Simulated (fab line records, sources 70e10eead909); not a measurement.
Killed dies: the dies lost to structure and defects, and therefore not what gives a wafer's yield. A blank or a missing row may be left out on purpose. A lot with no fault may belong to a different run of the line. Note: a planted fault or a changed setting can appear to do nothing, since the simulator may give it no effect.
fab line records ; flow nandHarc
[record] lots = 7; wafers = 21; lastDay = 24
route steps=1159 shown A_CONTACT@959 A_BLC@964 END@1159
lots untouched by any fault: they come from a run of this same line in which no faults occurred
startH: the number of hours between the record's first day and the start of the first shown wafer of the lot ; waitH: time in hours since the lot's previous step ; " identical to the entry in the row above ; L1.1+2: a row that stands for several wafers ; - either no value or no given start ; * or withheld: withheld ; < > ~ a bound
route shown NAME@n: names a module that has steps shown in the file, with the first one's number in the route ; usual: average and standard deviation across the fault-free wafers ; same: alike in all rows ; chamber/n: place in a boat ; sites: readings site by site ; _std_site: standard deviation across them ; _edge_site: mean of outer sites minus mean of inner sites ; radiusMm: how far each site lies from the wafer's centre ; mask NAME#n: copy n ; behind: the last tool/chamber to shape the wafer ; hold: what put the lot on hold/how long, in hours/how the hold closed ; device: transistor that didn't switch, given as n, p or np ; end of line: at the end of the route, the tests of the same wafers ; a step given without rows: its recipe and nothing more ; killed: count of dies lost to structure and defects at first sort (not the wafer's yield) ; map: dies across one wafer; x = killed, . = not, _ = none there
set.NAME: the setting as run; set.NAME@STEP: as run at that earlier step ; model.NAME: the simulator's own value behind a step, which no gauge read
a table for each step, a row for each wafer; lots at some steps of the route
services: the hour from which a tool's chamber was out of use, counted from the record's first day as startH (under 0 if before that day), plus the number of hours and why
[[steps]]
[step NHARC_A_CONTACT_CVD_19]
[recipe] targetThkA = 3000; tempC = 300; pressureTorr = 40; wf6FlowSccm = 40; h2FlowSccm = 1600; arFlowSccm = 1560; timeS = 802; material = W
[usual] heaterPowerW = 458/65; throttleValvePct = 7.8/0.33
lot.wafer;tool;chamber;startH;waitH;heaterPowerW;throttleValvePct
L823.1;cvdW-01;0;-;-;383;7.6
L823.5;cvdW-01;0;-;-;382;8.0
L823.6;cvdW-01;1;-;-;417;7.9
L826.2;cvdW-01;0;-;-;377;7.6
L826.1;cvdW-01;1;-;-;400;7.8
L826.4;cvdW-01;1;-;-;406;7.8
L831.2;cvdW-02;0;-;-;491;7.5
L831.5;cvdW-02;0;-;-;490;7.4
L831.6;cvdW-02;1;-;-;535;8.1
L830.4;cvdW-01;1;-;-;413;7.9
L830.3;cvdW-01;0;-;-;381;8.0
L830.6;cvdW-01;0;-;-;379;7.7
L838.1;cvdW-02;0;-;-;506;7.4
L838.3;cvdW-02;1;-;-;541;8.2
L838.6;cvdW-02;1;-;-;537;8.2
L835.1;cvdW-01;0;-;-;385;7.6
L835.3;cvdW-01;1;-;-;407;7.9
L835.6;cvdW-01;0;-;-;386;7.8
L843.2;cvdW-01;0;-;-;390;7.5
L843.3;cvdW-01;1;-;-;396;8.5
L843.5;cvdW-01;1;-;-;394;7.9
[step NHARC_A_CONTACT_CMP_20]
[recipe] tOverpolishS = 30; targetThkNm = 300
[usual] motorCurrentA = 12.1/1.1; overpolishRunS = 30.001/0.0087; timeToEndpointS = 59/3.3
lot.wafer;tool;chamber;startH;waitH;motorCurrentA;overpolishRunS;timeToEndpointS
L823.1;cmp-04;3;404.87;0.8;14.6;29.997;56
L823.5;cmp-04;2;404.87;0.8;12.5;30.010;61
L823.6;cmp-04;3;404.87;0.8;14.3;30.009;58
L826.4;cmp-02;2;420.31;0.4;11.0;30.000;58
L826.2;cmp-02;3;420.31;0.4;11.4;29.995;62
L826.1;cmp-02;0;420.31;0.4;14.1;29.998;55
L831.2;cmp-02;3;469.23;0.8;12.1;30.004;60
L831.6;cmp-02;2;469.23;0.8;10.4;30.010;56
L831.5;cmp-02;3;469.23;0.8;12.2;29.998;60
L830.4;cmp-04;0;470.42;0.5;12.2;29.994;60
L830.3;cmp-04;3;470.42;0.5;14.6;30.011;58
L830.6;cmp-04;0;470.42;0.5;11.9;29.989;64
L838.1;cmp-01;3;483.36;0.6;11.3;29.983;58
L838.3;cmp-01;2;483.36;0.6;11.1;29.996;53
L838.6;cmp-01;0;483.36;0.6;13.3;30.001;57
L835.1;cmp-01;2;492.76;0.8;11.1;30.008;55
L835.3;cmp-01;0;492.76;0.8;12.9;30.011;55
L835.6;cmp-01;1;492.76;0.8;11.5;30.002;57
L843.2;cmp-01;2;530.77;0.8;10.7;29.996;52
L843.3;cmp-01;3;530.77;0.8;11.3;30.010;55
L843.5;cmp-01;0;530.77;0.8;13.4;30.009;58
[step NHARC_A_CONTACT_SRD_22]
[step NHARC_A_CONTACT_INSPECT_23]
[usual] rawDefectCount = 444/130
lot.wafer;tool;chamber;startH;waitH;rawDefectCount
L823.1;defectInspect-01;-;405.25;0.1;341
L823.5;defectInspect-01;-;405.25;0.1;411
L823.6;defectInspect-01;-;405.25;0.1;594
L826.1;defectInspect-01;-;420.71;0.1;310
L826.2;defectInspect-01;-;420.71;0.1;475
L826.4;defectInspect-01;-;420.71;0.1;526
L831.2;defectInspect-01;-;469.63;0.1;590
L831.5;defectInspect-01;-;469.63;0.1;468
L831.6;defectInspect-01;-;469.63;0.1;642
L830.3;defectInspect-01;-;470.82;0.1;356
L830.4;defectInspect-01;-;470.82;0.1;474
L830.6;defectInspect-01;-;470.82;0.1;426
L838.1;defectInspect-01;-;483.76;0.1;499
L838.3;defectInspect-01;-;483.76;0.1;596
L838.6;defectInspect-01;-;483.76;0.1;655
L835.1;defectInspect-02;-;493.14;0.1;660
L835.3;defectInspect-02;-;493.14;0.1;708
L835.6;defectInspect-02;-;493.14;0.1;758
L843.2;defectInspect-02;-;531.15;0.1;360
L843.3;defectInspect-02;-;531.15;0.1;296
L843.5;defectInspect-02;-;531.15;0.1;304
[step NHARC_A_BLC_DEHYDRATE_00]
[recipe] tempC = 150; timeS = 120
[step NHARC_A_BLC_HMDS_01]
[recipe] timeS = 30
[step NHARC_A_BLC_COAT_02]
[recipe] tempC = 260; timeS = 75
[step NHARC_A_BLC_COAT_03]
[recipe] tempC = 225; timeS = 65
[step NHARC_A_BLC_COAT_04]
[recipe] spinRpm = 1500; resistThkNm = 90
[step NHARC_A_BLC_SOFTBAKE_05]
[recipe] tempC = 105; timeS = 55
[step NHARC_A_BLC_EBR_06]
[step NHARC_A_BLC_EXPOSE_07]
[recipe] na = 1.35; targetCdNm = 100; doseMj = 67.97; maskId = A_BLC
[usual] exposureDoseMJCm2 = 67.92/0.076; focusOffsetNm = 0.0/0.64
[same] na = 1.35
lot.wafer;tool;chamber;startH;waitH;mask;exposureDoseMJCm2;focusOffsetNm
L823.1;arfiScanner-01;0;405.62;-;A_BLC#0;67.75;0.4
L823.5;arfiScanner-01;0;405.62;-;A_BLC#0;67.92;-0.6
L823.6;arfiScanner-01;0;405.62;-;A_BLC#0;67.94;0.0
L826.1;arfiScanner-02;0;421.08;-;A_BLC#0;67.79;1.2
L826.2;arfiScanner-02;0;421.08;-;A_BLC#0;67.98;0.5
L826.4;arfiScanner-02;0;421.08;-;A_BLC#0;67.90;0.6
L831.2;arfiScanner-01;0;469.87;-;A_BLC#0;58.02;-0.8
L831.5;arfiScanner-01;0;469.87;-;A_BLC#0;57.96;-1.2
L831.6;arfiScanner-01;0;469.87;-;A_BLC#0;58.00;-0.5
L830.3;arfiScanner-01;0;471.07;-;A_BLC#0;59.97;-0.3
L830.4;arfiScanner-01;0;471.07;-;A_BLC#0;60.03;0.3
L830.6;arfiScanner-01;0;471.07;-;A_BLC#0;59.91;-0.7
L838.1;arfiScanner-02;0;484.13;-;A_BLC#0;67.88;-0.4
L838.3;arfiScanner-02;0;484.13;-;A_BLC#0;67.88;0.1
L838.6;arfiScanner-02;0;484.13;-;A_BLC#0;67.84;-0.3
L835.1;arfiScanner-01;0;493.50;-;A_BLC#0;61.48;0.6
L835.3;arfiScanner-01;0;493.50;-;A_BLC#0;61.64;-0.3
L835.6;arfiScanner-01;0;493.50;-;A_BLC#0;61.58;1.1
L843.2;arfiScanner-03;0;531.52;-;A_BLC#0;67.96;0.2
L843.3;arfiScanner-03;0;531.52;-;A_BLC#0;67.90;-0.1
L843.5;arfiScanner-03;0;531.52;-;A_BLC#0;68.01;0.3
[step NHARC_A_BLC_PEB_08]
[recipe] pebTempC = 100; pebTimeS = 65
[step NHARC_A_BLC_DEVELOP_09]
[recipe] developTimeS = 35; devTempC = 23
[step NHARC_A_BLC_CD_MEAS_10]
[recipe] targetCdNm = 100; landingEnergyEv = 500
[usual] cdNm = 99.8/0.69
[same] landingEnergyEv = 500
lot.wafer;tool;chamber;startH;waitH;cdNm
L823.1;cdSem-03;0;405.75;-;99.6
L823.5;cdSem-03;0;405.75;-;98.5
L823.6;cdSem-03;0;405.75;-;100.1
L826.1;cdSem-03;0;421.22;-;100.6
L826.2;cdSem-03;0;421.22;-;100.5
L826.4;cdSem-03;0;421.22;-;100.8
L831.2;cdSem-02;0;470.01;-;89.5
L831.5;cdSem-02;0;470.01;-;90.4
L831.6;cdSem-02;0;470.01;-;88.2
L830.3;cdSem-03;0;471.20;-;93.0
L830.4;cdSem-03;0;471.20;-;91.4
L830.6;cdSem-03;0;471.20;-;91.7
L838.1;cdSem-01;0;484.27;-;99.8
L838.3;cdSem-01;0;484.27;-;100.1
L838.6;cdSem-01;0;484.27;-;99.1
L835.1;cdSem-01;0;493.64;-;93.4
L835.3;cdSem-01;0;493.64;-;93.7
L835.6;cdSem-01;0;493.64;-;92.8
L843.2;cdSem-02;0;531.66;-;99.2
L843.3;cdSem-02;0;531.66;-;100.7
L843.5;cdSem-02;0;531.66;-;99.7
[step NHARC_A_BLC_OVL_MEAS_11]
[usual] overlayXNm = -0.1/0.99; overlayYNm = -0.3/0.9
lot.wafer;tool;chamber;startH;waitH;overlayXNm;overlayYNm
L823.1;overlay-02;-;405.84;-;0.2;0.3
L823.5;overlay-02;-;405.84;-;0.3;0.2
L823.6;overlay-02;-;405.84;-;0.1;0.6
L826.1;overlay-02;-;421.31;-;0.4;-1.6
L826.2;overlay-02;-;421.31;-;0.0;-1.1
L826.4;overlay-02;-;421.31;-;0.5;-1.0
L831.2;overlay-01;-;470.09;-;0.8;-0.5
L831.5;overlay-01;-;470.09;-;0.6;-0.5
L831.6;overlay-01;-;470.09;-;0.6;-0.6
L830.3;overlay-02;-;471.29;-;1.2;0.4
L830.4;overlay-02;-;471.29;-;0.1;-0.3
L830.6;overlay-02;-;471.29;-;0.3;0.0
L838.1;overlay-02;-;484.36;-;-0.3;-0.5
L838.3;overlay-02;-;484.36;-;0.2;-0.7
L838.6;overlay-02;-;484.36;-;0.8;-1.0
L835.1;overlay-01;-;493.73;-;-0.1;0.3
L835.3;overlay-01;-;493.73;-;0.3;0.1
L835.6;overlay-01;-;493.73;-;0.1;0.3
L843.2;overlay-01;-;531.75;-;0.3;0.9
L843.3;overlay-01;-;531.75;-;0.8;0.7
L843.5;overlay-01;-;531.75;-;0.4;0.4
[step NHARC_A_BLC_INSPECT_12]
[usual] rawDefectCount = 32/15
lot.wafer;tool;chamber;startH;waitH;rawDefectCount
L823.1;defectInspect-02;-;405.88;0.0;35
L823.5;defectInspect-02;-;405.88;0.0;46
L823.6;defectInspect-02;-;405.88;0.0;40
L826.1;defectInspect-01;-;421.36;0.1;7
L826.2;defectInspect-01;-;421.36;0.1;11
L826.4;defectInspect-01;-;421.36;0.1;15
L831.2;defectInspect-01;-;470.13;0.0;39
L831.5;defectInspect-01;-;470.13;0.0;36
L831.6;defectInspect-01;-;470.13;0.0;43
L830.3;defectInspect-02;-;471.32;0.0;17
L830.4;defectInspect-02;-;471.32;0.0;13
L830.6;defectInspect-02;-;471.32;0.0;15
L838.1;defectInspect-02;-;484.39;0.0;61
L838.3;defectInspect-02;-;484.39;0.0;45
L838.6;defectInspect-02;-;484.39;0.0;46
L835.1;defectInspect-01;-;493.77;0.0;25
L835.3;defectInspect-01;-;493.77;0.0;22
L835.6;defectInspect-01;-;493.77;0.0;32
L843.2;defectInspect-01;-;531.79;0.0;30
L843.3;defectInspect-01;-;531.79;0.0;39
L843.5;defectInspect-01;-;531.79;0.0;31
[step NHARC_A_BLC_DESCUM_15]
[recipe] timeS = 3; o2FlowSccm = 200; arFlowSccm = 0; biasPowerW = 0; chemistry = O2
[usual] drypumpMotorCurrentA = 5.61/0.23; o2FlowSccm = 200.1/0.59; oesProductAu = 0.999/0.0088; rfVppV = 57.6/0.81; showerheadPlenumPTorr = 1.88/0.09; throttleValvePct = 11.312/0.0085
lot.wafer;tool;chamber;startH;waitH;drypumpMotorCurrentA;o2FlowSccm;oesProductAu;rfHoursCounterH;rfVppV;showerheadPlenumPTorr;throttleValvePct;model.A_BLC.cdNm
L823.1;rieDiel-11;2;405.97;0.1;5.61;200.8;0.987;2;57.5;1.82;11.311;99.41
L823.5;rieDiel-11;0;405.97;0.1;5.39;199.6;1.008;-;55.7;1.81;11.314;98.11
L823.6;rieDiel-11;1;405.97;0.1;5.48;200.5;0.990;-;58.3;1.90;11.318;99.94
L826.1;rieDiel-11;2;421.42;0.1;5.58;199.7;0.985;4;57.9;1.82;11.318;100.2
L826.2;rieDiel-11;3;421.42;0.1;5.88;199.9;0.999;6;57.0;1.86;11.320;100.8
L826.4;rieDiel-11;0;421.42;0.1;5.41;200.8;0.999;6;58.0;1.81;11.300;100.1
L831.2;rieDiel-09;1;470.20;0.1;5.73;200.2;1.001;3;58.0;2.04;11.313;89.83
L831.5;rieDiel-09;0;470.20;0.1;5.36;200.5;1.003;-;56.7;1.94;11.315;90.26
L831.6;rieDiel-09;2;470.20;0.1;5.80;200.8;0.983;-;57.0;1.79;11.290;88.45
L830.3;rieDiel-09;3;471.40;0.1;5.55;198.8;0.990;3;56.8;1.82;11.311;93.66
L830.4;rieDiel-09;0;471.40;0.1;5.35;199.5;1.009;3;58.4;1.94;11.316;91.66
L830.6;rieDiel-09;1;471.40;0.1;5.73;199.4;1.004;-;57.9;2.04;11.309;92.27
L838.3;rieDiel-09;3;484.46;0.1;5.54;201.1;1.013;4;58.1;1.82;11.316;100.6
L838.1;rieDiel-09;2;484.46;0.1;5.83;200.9;0.995;5;59.9;1.79;11.312;99.55
L838.6;rieDiel-09;3;484.46;0.1;5.54;200.6;1.002;-;57.1;1.82;11.306;99.92
L835.1;rieDiel-11;0;493.83;0.1;5.38;199.7;0.987;13;57.8;1.81;11.300;93.26
L835.3;rieDiel-11;3;493.83;0.1;5.90;200.6;1.000;11;58.1;1.85;11.298;93.42
L835.6;rieDiel-11;1;493.83;0.1;5.50;199.6;0.988;-;58.3;1.90;11.304;92.77
L843.3;rieDiel-09;2;531.85;0.1;5.82;200.3;0.992;9;57.5;1.79;11.306;100.2
L843.2;rieDiel-09;1;531.85;0.1;5.74;201.7;1.007;10;57.7;2.04;11.321;99.24
L843.5;rieDiel-09;2;531.85;0.1;5.84;200.7;0.992;-;58.3;1.79;11.310;99.22
[step NHARC_A_BLC_ETCH_16]
[recipe] targetDepthA = 390; overEtchFrac = 0.3; timeS = 65; ionEnergyEv = 80; cf4FlowSccm = 150; arFlowSccm = 0; rfW = 300; biasW = 100; chemistry = CF4
[usual] drypumpMotorCurrentA = 5.59/0.23; oesProductAu = 0.999/0.0096; rfVppV = 151.0/1.3; showerheadPlenumPTorr = 1.75/0.077; throttleValvePct = 13.285/0.0099
lot.wafer;tool;chamber;startH;waitH;drypumpMotorCurrentA;oesProductAu;rfHoursCounterH;rfVppV;showerheadPlenumPTorr;throttleValvePct
L823.1;rieDiel-11;1;406.05;0.1;5.48;0.990;3;148.5;1.76;13.289
L823.5;rieDiel-11;3;406.05;0.1;5.87;0.995;-;151.5;1.72;13.274
L823.6;rieDiel-11;0;406.05;0.1;5.35;1.007;-;150.4;1.68;13.285
L826.2;rieDiel-11;3;421.51;0.1;5.89;1.007;6;151.8;1.72;13.279
L826.4;rieDiel-11;0;421.51;0.1;5.38;1.002;6;150.8;1.68;13.281
L826.1;rieDiel-11;2;421.51;0.1;5.60;0.974;4;150.4;1.69;13.279
L831.2;rieDiel-09;3;470.31;0.1;5.55;0.996;2;149.1;1.68;13.284
L831.5;rieDiel-09;0;470.31;0.1;5.40;0.998;-;151.6;1.79;13.293
L831.6;rieDiel-09;1;470.31;0.1;5.70;0.992;-;151.5;1.88;13.289
L830.3;rieDiel-09;2;471.47;0.1;5.84;0.978;3;148.9;1.66;13.283
L830.4;rieDiel-09;1;471.47;0.1;5.71;0.998;3;152.7;1.88;13.285
L830.6;rieDiel-09;3;471.47;0.1;5.52;0.994;-;149.1;1.68;13.294
L838.3;rieDiel-09;3;484.54;0.1;5.52;1.002;4;150.8;1.68;13.284
L838.1;rieDiel-09;2;484.54;0.1;5.79;0.994;5;150.2;1.66;13.280
L838.6;rieDiel-09;3;484.54;0.1;5.54;1.000;-;150.7;1.68;13.281
L835.3;rieDiel-11;0;493.94;0.1;5.42;1.005;13;150.0;1.68;13.295
L835.1;rieDiel-11;1;493.94;0.1;5.49;1.007;14;151.9;1.76;13.269
L835.6;rieDiel-11;3;493.94;0.1;5.87;1.001;-;151.5;1.72;13.294
L843.2;rieDiel-09;2;531.93;0.1;5.83;1.011;9;150.9;1.66;13.278
L843.3;rieDiel-09;3;531.93;0.1;5.53;1.003;9;151.4;1.68;13.278
L843.5;rieDiel-09;2;531.93;0.1;5.83;0.990;-;150.2;1.66;13.282
[step NHARC_A_BLC_ETCH_17]
[recipe] targetDepthA = 3900; overEtchFrac = 0.25; timeS = 609.38; ionEnergyEv = 200; n2FlowSccm = 150; h2FlowSccm = 150; arFlowSccm = 0; rfW = 400; biasW = 150; chemistry = N2/H2
[usual] drypumpMotorCurrentA = 5.59/0.23; oesProductAu = 0.999/0.0088; rfVppV = 429.7/2.8; showerheadPlenumPTorr = 2.01/0.097; throttleValvePct = 14.171/0.0088
lot.wafer;tool;chamber;startH;waitH;drypumpMotorCurrentA;oesProductAu;rfHoursCounterH;rfVppV;showerheadPlenumPTorr;throttleValvePct
L823.1;rieDiel-11;3;-;-;5.90;1.010;4;429.3;1.98;14.176
L823.5;rieDiel-11;0;-;-;5.36;1.007;-;427.6;1.93;14.170
L823.6;rieDiel-11;1;-;-;5.48;0.991;-;430.0;2.03;14.171
L826.2;rieDiel-11;2;-;-;5.61;0.978;4;428.9;1.94;14.157
L826.1;rieDiel-11;3;-;-;5.90;0.997;6;429.4;1.98;14.166
L826.4;rieDiel-11;0;-;-;5.39;0.996;6;426.3;1.93;14.178
L831.2;rieDiel-09;3;-;-;5.54;0.998;2;427.7;1.93;14.168
L831.6;rieDiel-09;3;-;-;5.56;1.008;-;428.4;1.93;14.159
L831.5;rieDiel-09;0;-;-;5.36;0.998;-;432.5;2.07;14.170
L830.4;rieDiel-09;3;-;-;5.55;1.007;3;426.9;1.93;14.168
L830.3;rieDiel-09;1;-;-;5.73;1.006;3;432.5;2.18;14.187
L830.6;rieDiel-09;0;-;-;5.38;0.994;-;429.2;2.07;14.172
L838.3;rieDiel-09;0;-;-;5.37;1.007;5;432.1;2.06;14.172
L838.1;rieDiel-09;2;-;-;5.84;0.995;5;426.4;1.90;14.185
L838.6;rieDiel-09;3;-;-;5.55;1.002;-;427.1;1.93;14.172
L835.1;rieDiel-11;1;-;-;5.50;0.999;14;429.8;2.02;14.172
L835.3;rieDiel-11;3;-;-;5.89;1.006;11;429.5;1.98;14.174
L835.6;rieDiel-11;1;-;-;5.52;1.009;-;431.1;2.02;14.183
L843.3;rieDiel-09;3;-;-;5.56;1.006;9;427.2;1.93;14.152
L843.2;rieDiel-09;1;-;-;5.72;1.003;10;435.1;2.18;14.189
L843.5;rieDiel-09;0;-;-;5.35;0.996;-;430.6;2.06;14.163
[step NHARC_A_BLC_ETCH_18]
[recipe] targetDepthA = 9100; c4f8FlowSccm = 20; o2FlowSccm = 10; arFlowSccm = withheld; rfW = 600; biasW = 1500; chemistry = C4F8/O2/Ar
[usual] oesProductAu = 0.954/0.025; rfVppV = 976/6.1
lot.wafer;tool;chamber;startH;waitH;oesProductAu;rfHoursCounterH;rfVppV;model.A_BLC.cdNm
L823.1;rieDiel-11;1;-;-;0.949;4;978;101.9
L823.6;rieDiel-11;3;-;-;0.976;-;975;99.43
L823.5;rieDiel-11;0;-;-;0.963;-;971;98.08
L826.1;rieDiel-11;2;-;-;0.950;4;972;99.61
L826.4;rieDiel-11;3;-;-;0.962;6;974;98.58
L826.2;rieDiel-11;0;-;-;0.974;6;973;100.8
L831.2;rieDiel-09;1;-;-;0.953;3;986;93.13
L831.6;rieDiel-09;1;-;-;0.962;-;986;91.91
L831.5;rieDiel-09;2;-;-;0.939;-;970;89.29
L830.4;rieDiel-09;3;-;-;0.966;3;973;92.74
L830.3;rieDiel-09;1;-;-;0.961;3;985;97.38
L830.6;rieDiel-09;3;-;-;0.967;-;971;90.64
L838.3;rieDiel-09;0;-;-;0.954;5;981;99.45
L838.1;rieDiel-09;2;-;-;0.976;5;969;102.3
L838.6;rieDiel-09;0;-;-;0.973;-;978;99.58
L835.3;rieDiel-11;1;-;-;0.919;14;976;97.68
L835.1;rieDiel-11;3;-;-;0.933;12;974;94.27
L835.6;rieDiel-11;0;-;-;0.925;-;970;93.2
L843.3;rieDiel-09;1;-;-;0.935;10;988;104.1
L843.2;rieDiel-09;2;-;-;0.920;10;969;99.72
L843.5;rieDiel-09;1;-;-;0.924;-;987;102.7
[step NHARC_A_BLC_CD_MEAS_19]
[usual] cdNm = 100.9/2.3
lot.wafer;tool;chamber;startH;waitH;cdNm
L823.1;cdSem-03;-;406.92;-;102.0
L823.5;cdSem-03;-;406.92;-;98.0
L823.6;cdSem-03;-;406.92;-;99.5
L826.1;cdSem-03;-;422.39;-;99.0
L826.2;cdSem-03;-;422.39;-;100.9
L826.4;cdSem-03;-;422.39;-;98.5
L831.2;cdSem-02;-;471.18;-;93.0
L831.5;cdSem-02;-;471.18;-;89.1
L831.6;cdSem-02;-;471.18;-;91.7
L830.3;cdSem-01;-;472.36;-;97.3
L830.4;cdSem-01;-;472.36;-;92.8
L830.6;cdSem-01;-;472.36;-;90.5
L838.1;cdSem-01;-;485.42;-;102.4
L838.3;cdSem-01;-;485.42;-;99.2
L838.6;cdSem-01;-;485.42;-;99.8
L835.1;cdSem-03;-;494.98;-;94.2
L835.3;cdSem-03;-;494.98;-;97.5
L835.6;cdSem-03;-;494.98;-;93.1
L843.2;cdSem-01;-;532.82;-;99.3
L843.3;cdSem-01;-;532.82;-;103.9
L843.5;cdSem-01;-;532.82;-;102.6
[step NHARC_A_BLC_STRIP_29]
[recipe] cf4FlowSccm = 150; arFlowSccm = 0; biasW = 0; chemistry = CF4
[usual] drypumpMotorCurrentA = 5.61/0.25; oesProductAu = 0.997/0.01; rfVppV = 59.1/0.97; showerheadPlenumPTorr = 1.72/0.062; throttleValvePct = 13.284/0.01
lot.wafer;tool;chamber;startH;waitH;drypumpMotorCurrentA;oesProductAu;rfHoursCounterH;rfVppV;showerheadPlenumPTorr;throttleValvePct
L823.1;rieDiel-09;3;407.00;0.1;5.52;1.007;14;59.9;1.69;13.280
L823.5;rieDiel-09;2;407.00;0.1;5.83;0.984;-;57.8;1.66;13.284
L823.6;rieDiel-09;3;407.00;0.1;5.53;1.001;-;58.9;1.69;13.270
L826.4;rieDiel-09;1;422.48;0.1;5.69;1.005;14;60.2;1.88;13.291
L826.2;rieDiel-09;2;422.48;0.1;5.76;0.996;14;57.8;1.66;13.279
L826.1;rieDiel-09;0;422.48;0.1;5.35;0.988;15;60.1;1.79;13.278
L831.2;rieDiel-11;0;471.26;0.1;5.38;0.988;11;58.8;1.68;13.275
L831.6;rieDiel-11;3;471.26;0.1;5.87;1.006;-;59.6;1.72;13.267
L831.5;rieDiel-11;0;471.26;0.1;5.37;1.001;-;59.2;1.68;13.285
L830.3;rieDiel-11;2;472.44;0.1;5.58;0.984;10;59.7;1.69;13.265
L830.4;rieDiel-11;3;472.44;0.1;5.90;1.030;10;61.3;1.72;13.297
L830.6;rieDiel-11;2;472.44;0.1;5.58;0.985;-;60.5;1.69;13.288
L838.1;rieDiel-11;3;485.50;0.1;5.88;1.009;11;59.8;1.72;13.287
L838.3;rieDiel-11;1;485.50;0.1;5.46;1.000;13;59.8;1.76;13.295
L838.6;rieDiel-11;3;485.50;0.1;5.88;0.998;-;58.6;1.72;13.276
L835.1;rieDiel-11;3;495.07;0.1;5.89;1.009;12;59.2;1.72;13.280
L835.3;rieDiel-11;0;495.07;0.1;5.38;1.006;14;59.0;1.68;13.281
L835.6;rieDiel-11;3;495.07;0.1;5.88;1.008;-;60.0;1.72;13.269
L843.2;rieDiel-11;0;532.91;0.1;5.38;0.997;19;58.4;1.68;13.277
L843.3;rieDiel-11;1;532.91;0.1;5.50;0.996;19;60.5;1.75;13.310
L843.5;rieDiel-11;2;532.91;0.1;5.59;0.992;-;59.4;1.69;13.276
[step NHARC_END_SORT_01]
[recipe] tempC = 25
[usual] killedAtArray = 28/11; killedAtOther = 0.6/0.85; killedAtPeriphery = 2.8/2.3; killedDies = 31/11; killedOpen = 3.1/1.6; killedShort = 2.0/1.4
[same] grossDies = 677
lot.wafer;tool;chamber;startH;waitH;killedAtArray;killedAtOther;killedAtPeriphery;killedDies;killedOpen;killedShort
L826.1;prober-02;0;468.03;2.5;7;0;4;11;2;2
L826.2;prober-02;0;468.83;2.8;15;2;2;19;4;2
L826.4;prober-02;0;470.42;3.4;15;1;2;18;4;2
L831.2;prober-02;0;516.34;2.8;31;0;0;31;1;0
L831.5;prober-02;0;518.71;3.7;38;0;3;41;3;1
L830.4;prober-01;0;517.91;3.4;18;0;0;18;0;1
L830.6;prober-01;0;519.50;4.0;18;0;1;19;2;0
// killed by level:class
L826.1 A_CONTACT:chamberFilmFlake=3 P_STI:chamberFilmFlake=1 P_CONTACT:geometricParticle:short=1 P_M0:geometricParticle:open=1 A_CONTACT:geometricParticle:open=1 A_M0:geometricParticle:short=1 P_GATE:chamberFilmFlake=1 A_CHANNEL_HOLE_D1:chamberFilmFlake=1
L826.2 A_CHANNEL_HOLE_D1:chamberFilmFlake=4 A_CONTACT:chamberFilmFlake=3 P_M0:geometricParticle:open=2 A_STAIRCASE:chamberFilmFlake=2 THIN_TSV:chamberFilmFlake=2 A_ONON_D1:geometricParticle:short=1 A_CONTACT:geometricParticle:open=1 A_BLC:geometricParticle:open=1
L826.4 A_CONTACT:chamberFilmFlake=4 A_CHANNEL_HOLE_D1:chamberFilmFlake=3 A_STAIRCASE:chamberFilmFlake=2 A_WL_FILL:chamberFilmFlake=2 P_M1:geometricParticle:open=1 A_CHANNEL_FILL_D1:geometricParticle:open=1 A_STAIRCASE:geometricParticle:open=1 A_CONTACT:geometricParticle:open=1
L831.2 A_SLIT:chamberFilmFlake=16 A_CHANNEL_HOLE_D1:chamberFilmFlake=5 A_STAIRCASE:chamberFilmFlake=4 A_CONTACT:chamberFilmFlake=2 A_M0:geometricParticle:open=1 A_WL_FILL:chamberFilmFlake=1 A_M1:chamberFilmFlake=1 A_BLC:areaExpose=1
L830.4 A_STAIRCASE:chamberFilmFlake=7 A_CONTACT:chamberFilmFlake=5 A_CHANNEL_HOLE_D1:chamberFilmFlake=2 A_BLC:areaExpose=2 A_WL_FILL:geometricParticle:short=1 A_ZERO_WELL:chamberFilmFlake=1
L831.5 A_SLIT:chamberFilmFlake=15 A_STAIRCASE:chamberFilmFlake=7 A_CHANNEL_HOLE_D1:chamberFilmFlake=6 A_CONTACT:chamberFilmFlake=3 A_BLC:areaExpose=3 A_M0:geometricParticle:open=2 P_GATE:chamberFilmFlake=2 A_SLIT:geometricParticle:open=1
L830.6 A_STAIRCASE:chamberFilmFlake=4 A_BLC:areaExpose=4 A_ZERO_WELL:chamberFilmFlake=3 A_CHANNEL_HOLE_D1:chamberFilmFlake=3 A_BONDPAD:chamberFilmFlake=2 P_CONTACT:geometricParticle:open=1 A_CHANNEL_FILL_D1:geometricParticle:open=1 A_CHANNEL_FILL_D1:chamberFilmFlake=1
[[services]]
tool;chamber;startH;hours;kind
arfiScanner-02;-;383.55;0.8;repair
rieDiel-11;2;391.38;7.8;repair
cmp-04;-;399.00;4.0;pm
cvdW-02;1;404.51;4.9;repair
cmp-01;-;408.26;4.4;repair
cmp-01;-;423.58;4.0;pm
arfiScanner-02;-;425.69;3.7;repair
rieDiel-09;2;425.96;4.0;repair
arfiScanner-01;-;427.55;0.6;repair
rieDiel-09;-;431.13;9.0;pm
cmp-02;-;437.34;4.0;pm
arfiScanner-01;-;448.64;1.4;repair
cmp-04;-;452.10;0.7;repair
rieDiel-09;3;459.44;10.8;repair
cmp-02;-;466.17;0.7;repair
cmp-02;-;471.35;1.4;repair
cvdW-01;-;475.64;13.0;pm
rieDiel-11;-;480.10;1.0;repair
rieDiel-11;2;487.27;21.6;repair
cmp-04;-;497.00;4.0;pm
cmp-01;-;512.07;5.7;repair
rieDiel-09;-;520.36;0.8;repair
cmp-01;-;521.66;4.0;pm
rieDiel-09;-;521.84;1.1;repair
[[key]]
[firstSign] step = NHARC_A_BLC_EXPOSE_07; reading = exposureDoseMJCm2; direction = down; sigmas = 99+; usual = 67.92; struck = 59.84
[effect] step = NHARC_A_BLC_CD_MEAS_10; reading = cdNm; direction = down; sigmas = 12; usual = 99.8; struck = 91.6; through = controlLoop
[effect] step = NHARC_A_BLC_CD_MEAS_19; reading = cdNm; direction = down; sigmas = 3.3; usual = 100.9; struck = 93.2; through = controlLoop
[modelEffect] step = NHARC_A_BLC_DESCUM_15; value = A_BLC.cdNm; without = 99.37; struck = 91.73
[modelEffect] step = NHARC_A_BLC_ETCH_18; value = A_BLC.cdNm; without = 101; struck = 93.36
metAt NHARC_A_BLC_EXPOSE_07
struckWafers L830.3,L830.4,L830.6,L831.2,L831.5,L831.6,L835.1,L835.3,L835.6
testerLeftOut L830,L831,L835
[loopTrim] step = NHARC_A_BLC_EXPOSE_07; setting = dose; lots = L830,L835
onsetBetween 405.62 469.87
[fault] kind = processParameterDrift; tool = arfiScanner-01; chamber = -; onsetH = 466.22; steps = NHARC_A_BLC_EXPOSE_07; channel = doseMj; offset = -9.9526; shape = step; actsIn = theseRecipesOnly; stated = 67.97
// testerLeftOut: of these lots the tester's yield and bins aren't shown, on N5 and GAA mostly nor the transistor test; their killed dies are dies lost to structure and defects alone, not to doping, threshold or leakage, so they don't give the yield
// loopTrim: a control loop set the setting to another value than it would have without faults
